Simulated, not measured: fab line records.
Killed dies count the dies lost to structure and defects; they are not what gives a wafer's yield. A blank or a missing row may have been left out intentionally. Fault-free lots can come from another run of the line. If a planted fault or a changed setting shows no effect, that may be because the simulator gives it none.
Matching of chambers ; flow nand harc ; ald hk-04 running NHARC_A_CHANNEL_FILL_D2_ALD_14: 4 sister chambers
The step deposits SiO2, target thk 2.5 nm, pulse time 10 s, ald cycles 25. 18 wafers are shown with their chamber, then 9 later ones without.

## WAFERS WITH THEIR CHAMBER
wafer;chamber;heater power w (W);precursor pulse height rel
L074.1;0;611;1.007
L074.4;3;473;0.997
L074.6;0;605;0.972
L076.2;3;482;1.005
L076.5;1;468;1.011
L076.6;0;598;1.007
L078.3;1;468;1.015
L078.4;0;613;0.996
L078.6;2;455;1.004
L080.1;0;606;0.969
L080.3;3;471;0.991
L080.5;2;447;1.001
L081.2;2;440;0.971
L081.3;3;482;0.989
L081.5;0;622;0.995
L082.1;0;617;1.021
L082.2;1;462;0.947
L082.5;0;611;1.004

SIGNATURES (means of the wafers above)
reading;chamber 0;chamber 1;chamber 2;chamber 3;scatter within a chamber
heater power w;610.38;466.00;447.33;477.00;6.69
precursor pulse height rel;0.99638;0.99100;0.99200;0.99550;0.0206
Rule: a wafer's distance from a chamber is the root of the sum, over the readings, of the square of ((its reading less the chamber's mean) divided by the reading's scatter). If the next closest chamber is less than 2 further off than the closest, the wafer can't be placed; otherwise it belongs to the closest. How the scatter is found: for the shown wafers, subtract from each reading the mean of its chamber, square and add these, divide the total by (wafers less chambers), then take the root.

## WAFERS WHOSE CHAMBER IS MISSING
wafer;heater power w (W);precursor pulse height rel
L083.2;492;0.997
L083.4;474;1.001
L083.5;465;0.997
L086.1;628;0.953
L086.3;471;0.981
L086.4;458;1.007
L093.2;456;1.026
L093.3;598;1.067
L093.6;478;0.990

## THE CHAMBER EACH PASSED THROUGH
wafer;from the rows above;in truth
L083.2;can't be placed: 3 or 1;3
L083.4;can't be placed: 3 or 1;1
L083.5;can't be placed: 1 or 3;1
L086.1;0;0
L086.3;can't be placed: 1 or 3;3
L086.4;can't be placed: 1 or 2 or 3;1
L093.2;can't be placed: 2 or 1 or 3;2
L093.3;0;0
L093.6;can't be placed: 3 or 1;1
2 of 9 placed correctly. These rows do not allow placing 7 (true chamber among the candidates in 7). Placed wrongly: 0.
